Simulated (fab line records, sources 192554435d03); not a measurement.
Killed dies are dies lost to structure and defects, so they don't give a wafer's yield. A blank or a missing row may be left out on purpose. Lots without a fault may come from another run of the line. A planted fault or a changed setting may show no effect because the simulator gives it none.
Which tool did it? | flow n5_finfet | 9 lots, 27 wafers sampled, at 5 steps of a route of 1938

WHAT THE GAUGES READ, wafer by wafer
N5_BEOL_M4_RC_MEAS_101. Usual: DIBL_N 36.5 mV/V, standard deviation 1.4; DIBL_P 36.6 mV/V, standard deviation 1.6; IOFF_N 0.160 nA/um, standard deviation 0.024; IOFF_P 0.217 nA/um, standard deviation 0.029; ION_N 674 uA/um, standard deviation 8.7; ION_P 464 uA/um, standard deviation 6.5; SS_N 71.6 mV/dec, standard deviation 0.47; SS_P 73.4 mV/dec, standard deviation 0.57; VT_N 250.0 mV, standard deviation 2.5; VT_P -250 mV, standard deviation 3.1.
lot  | measured     | on        | DIBL_N (mV/V)  | DIBL_P (mV/V)  | IOFF_N (nA/um)    | IOFF_P (nA/um)    | ION_N (uA/um) | ION_P (uA/um) | SS_N (mV/dec)  | SS_P (mV/dec)  | VT_N (mV)         | VT_P (mV)      | flag
L521 | day 7 23:13  | prober-02 | 38.0 39.3 36.9 | 37.7 38.8 36.6 | 0.172 0.190 0.149 | 0.236 0.250 0.218 | 676 676 673   | 466 466 468   | 71.7 72.2 71.5 | 72.8 73.7 73.6 | 250.4 247.5 252.5 | -248 -247 -250 |
L522 | day 8 06:04  | prober-02 | 34.3 35.2 35.5 | 35.8 36.7 36.3 | 0.140 0.143 0.152 | 0.193 0.203 0.208 | 663 666 671   | 465 461 462   | 71.6 71.8 71.7 | 72.8 72.6 73.3 | 250.5 251.5 249.1 | -251 -251 -249 |
L523 | day 8 17:36  | prober-01 | 36.9 34.8 37.4 | 37.8 34.3 37.7 | 0.177 0.138 0.188 | 0.222 0.175 0.220 | 669 678 690   | 460 463 466   | 71.7 70.9 71.8 | 73.2 73.1 74.0 | 248.6 253.1 247.8 | -249 -252 -250 |
L532 | day 11 02:08 | prober-02 | 39.5 40.3 39.4 | 39.4 40.9 39.0 | 0.196 0.209 0.178 | 0.213 0.247 0.197 | 682 668 677   | 461 456 455   | 72.4 72.9 72.3 | 74.0 75.4 74.6 | 247.5 247.4 250.3 | -251 -249 -254 |
L535 | day 11 20:25 | prober-02 | 36.8 36.1 36.4 | 37.4 36.8 36.4 | 0.157 0.154 0.155 | 0.227 0.219 0.219 | 668 678 678   | 458 468 469   | 72.0 71.6 70.4 | 74.0 73.4 73.7 | 251.6 250.2 251.5 | -247 -249 -249 |
L537 | day 11 23:09 | prober-02 | 35.3 36.2 36.7 | 34.9 35.7 36.2 | 0.123 0.135 0.145 | 0.158 0.168 0.174 | 667 672 664   | 452 452 448   | 71.6 71.6 71.8 | 73.2 72.9 72.7 | 255.3 253.1 252.7 | -256 -256 -255 |
L541 | day 13 06:30 | prober-01 | 36.0 35.5 34.7 | 36.0 34.9 33.0 | 0.152 0.131 0.125 | 0.212 0.190 0.175 | 674 667 667   | 466 456 465   | 71.5 71.3 71.0 | 72.5 72.5 72.0 | 253.1 253.4 252.4 | -250 -251 -250 |
L542 | day 12 22:23 | prober-01 | 35.9 34.7 35.5 | 35.8 34.1 34.8 | 0.153 0.133 0.139 | 0.224 0.208 0.221 | 681 670 662   | 465 466 465   | 71.5 70.7 71.4 | 73.0 73.3 73.3 | 249.2 252.9 250.5 | -249 -246 -246 |
L543 | day 13 13:08 | prober-01 | 35.8 34.8 37.9 | 38.6 37.1 40.1 | 0.164 0.143 0.199 | 0.217 0.193 0.236 | 677 677 686   | 454 461 458   | 71.6 70.9 73.0 | 73.5 73.4 74.4 | 248.1 252.1 248.2 | -249 -250 -249 |

WHICH TOOL RAN EACH LOT (tool, then ch and the chambers of the sampled wafers, then the start)
lot  | N5_DUMMY_GATE_STRIP_48            | N5_SPACER0_ALD_08                | N5_SD_EPI_N_ETCH_45               | N5_SD_EPI_N_VAPOR_ETCH_50
L521 | rie_diel-05 ch 0,1,3, day 3 00:26 | ald_sin-02 ch 0,1,3, day 3 01:25 | rie_diel-06 ch 0,1,2, day 3 02:34 | epi_rpcvd-02 ch 0, day 3 03:35
L522 | rie_diel-04 ch 0,1, day 3 08:02   | ald_sin-01 ch 1,2, day 3 08:40   | rie_diel-01 ch 1,3, day 3 10:33   | epi_rpcvd-02 ch 0, day 3 11:32
L523 | rie_diel-04 ch 0,1,2, day 3 16:24 | ald_sin-02 ch 0,2,3, day 3 17:19 | rie_diel-01 ch 0,2,3, day 3 18:28 | epi_rpcvd-01 ch 0, day 3 19:29
L532 | rie_diel-05 ch 0,1, day 5 21:10   | ald_sin-04 ch 2,3, day 5 21:48   | rie_diel-01 ch 1,2,3, day 5 22:57 | epi_rpcvd-02 ch 0, day 5 23:57
L535 | rie_diel-04 ch 1,3, day 6 10:30   | ald_sin-04 ch 0,1,2, day 6 11:08 | rie_diel-02 ch 1,3, day 6 12:10   | epi_rpcvd-03 ch 0, day 6 13:11
L537 | rie_diel-04 ch 1,2,3, day 6 23:59 | ald_sin-02 ch 1,2,3, day 7 00:37 | rie_diel-06 ch 0,1,2, day 7 01:46 | epi_rpcvd-03 ch 0, day 7 02:45
L541 | rie_diel-03 ch 0,1,3, day 8 00:50 | ald_sin-02 ch 0,1,3, day 8 01:29 | rie_diel-06 ch 0,1,3, day 8 02:31 | epi_rpcvd-02 ch 0, day 8 03:30
L542 | rie_diel-05 ch 1,2,3, day 8 05:34 | ald_sin-02 ch 0,1,3, day 8 06:11 | rie_diel-06 ch 1,2,3, day 8 07:21 | epi_rpcvd-01 ch 0, day 8 08:27
L543 | rie_diel-04 ch 0,2,3, day 8 10:27 | ald_sin-04 ch 0,1,2, day 8 11:05 | rie_diel-06 ch 1,2,3, day 8 12:19 | epi_rpcvd-03 ch 0, day 8 13:32
- N5_DUMMY_GATE_STRIP_48: strips in N2/H2, time 20 s.
- N5_SPACER0_ALD_08: deposits SiNx, target thk 2 nm.
- N5_SD_EPI_N_ETCH_45: etches SiOCN in CH3F/O2, target depth 6 nm.
- N5_SD_EPI_N_VAPOR_ETCH_50: etches Si in HCl, time 54 s.

WHAT THE TOOLS THEMSELVES READ (means of the sampled wafers that have a number; where no wafer has one, the mark that the record gives instead)
N5_DUMMY_GATE_STRIP_48. Usual: drypump_motor_current_A 5.7 A, standard deviation 0.53; oes_product_au 0.80 a.u., standard deviation 0.076; rf_vpp_V 45.3 V, standard deviation 0.83; showerhead_plenum_p_Torr 3.37 Torr, standard deviation 0.11; throttle_valve_pct 12.19 %, standard deviation 0.2.
lot  | tool        | drypump_motor_current_A (A) | oes_product_au (a.u.) | rf_vpp_V (V) | showerhead_plenum_p_Torr (Torr) | throttle_valve_pct (%) | flag
L521 | rie_diel-05 | 5.7                         | 0.88                  | 45.0         | 3.42                            | 12.08                  |
L522 | rie_diel-04 | 5.7                         | 0.87                  | 45.5         | 3.33                            | 12.24                  |
L523 | rie_diel-04 | 5.5                         | 0.81                  | 44.7         | 3.40                            | 12.14                  |
L532 | rie_diel-05 | 5.7                         | 0.90                  | 45.2         | 3.49                            | 12.01                  |
L535 | rie_diel-04 | 5.6                         | 0.84                  | 45.7         | 3.28                            | 12.31                  |
L537 | rie_diel-04 | 5.4                         | 0.79                  | 45.3         | 3.35                            | 12.23                  |
L541 | rie_diel-03 | 5.8                         | 0.81                  | 45.3         | 3.40                            | 12.26                  |
L542 | rie_diel-05 | 5.4                         | 0.81                  | 45.5         | 3.49                            | 12.09                  |
L543 | rie_diel-04 | 5.7                         | 0.74                  | 45.1         | 3.37                            | 12.16                  |

N5_SPACER0_ALD_08. Usual: heater_power_w 815 W, standard deviation 69.
lot  | tool       | heater_power_w (W) | flag
L521 | ald_sin-02 | 890                |
L522 | ald_sin-01 | 727                |
L523 | ald_sin-02 | 878                |
L532 | ald_sin-04 | 773                |
L535 | ald_sin-04 | 789                |
L537 | ald_sin-02 | 867                |
L541 | ald_sin-02 | 900                |
L542 | ald_sin-02 | 880                |
L543 | ald_sin-04 | 779                |

N5_SD_EPI_N_ETCH_45. Usual: drypump_motor_current_A 5.7 A, standard deviation 0.47; oes_product_au 0.78 a.u., standard deviation 0.073; rf_vpp_V 127.6 V, standard deviation 1.1; showerhead_plenum_p_Torr 2.02 Torr, standard deviation 0.078; throttle_valve_pct 23.36 %, standard deviation 0.21.
lot  | tool        | drypump_motor_current_A (A) | oes_product_au (a.u.) | rf_vpp_V (V) | showerhead_plenum_p_Torr (Torr) | throttle_valve_pct (%) | flag
L521 | rie_diel-06 | 5.4                         | 0.71                  | 127.4        | 2.00                            | 23.50                  |
L522 | rie_diel-01 | 5.8                         | 0.91                  | 129.4        | 2.11                            | 23.10                  |
L523 | rie_diel-01 | 5.6                         | 0.78                  | 127.8        | 2.02                            | 23.45                  |
L532 | rie_diel-01 | 5.6                         | 0.95                  | 128.3        | 2.09                            | 23.33                  |
L535 | rie_diel-02 | 6.1                         | 0.74                  | 126.3        | 1.97                            | 23.21                  |
L537 | rie_diel-06 | 5.4                         | 0.87                  | 127.6        | 1.99                            | 23.31                  |
L541 | rie_diel-06 | 5.7                         | 0.87                  | 126.9        | 1.97                            | 23.28                  |
L542 | rie_diel-06 | 5.6                         | 0.81                  | 127.3        | 2.01                            | 23.48                  |
L543 | rie_diel-06 | 5.6                         | 0.80                  | 127.7        | 2.01                            | 23.49                  |

N5_SD_EPI_N_VAPOR_ETCH_50. Usual: throttle_valve_pct 11.9 %, standard deviation 0.5.
lot  | tool         | throttle_valve_pct (%) | flag
L521 | epi_rpcvd-02 | 11.8                   |
L522 | epi_rpcvd-02 | 11.7                   |
L523 | epi_rpcvd-01 | 12.3                   |
L532 | epi_rpcvd-02 | 11.7                   |
L535 | epi_rpcvd-03 | 11.3                   |
L537 | epi_rpcvd-03 | 11.2                   |
L541 | epi_rpcvd-02 | 11.7                   |
L542 | epi_rpcvd-01 | 12.4                   |
L543 | epi_rpcvd-03 | 11.5                   |

THE ANSWER, worked out from the rows above alone
Rule: a lot is off if the mean of its wafers that have a number lies more than 3 standard deviations from the usual mean. A lot without any number at a reading at which 4 lots or more have one is off too. The other lots that the step has rows for count as sound. The gauges are gone through in route order, then the tools' own readings, and for those a lot's mean is taken as printed above. The first step at which some lot is off is used, and at that step the reading that is off furthest; a lot without a number counts as furthest.
No lot is off at any reading shown: from this, nothing can be told.

WHAT THE SIMULATOR HAD PUT IN
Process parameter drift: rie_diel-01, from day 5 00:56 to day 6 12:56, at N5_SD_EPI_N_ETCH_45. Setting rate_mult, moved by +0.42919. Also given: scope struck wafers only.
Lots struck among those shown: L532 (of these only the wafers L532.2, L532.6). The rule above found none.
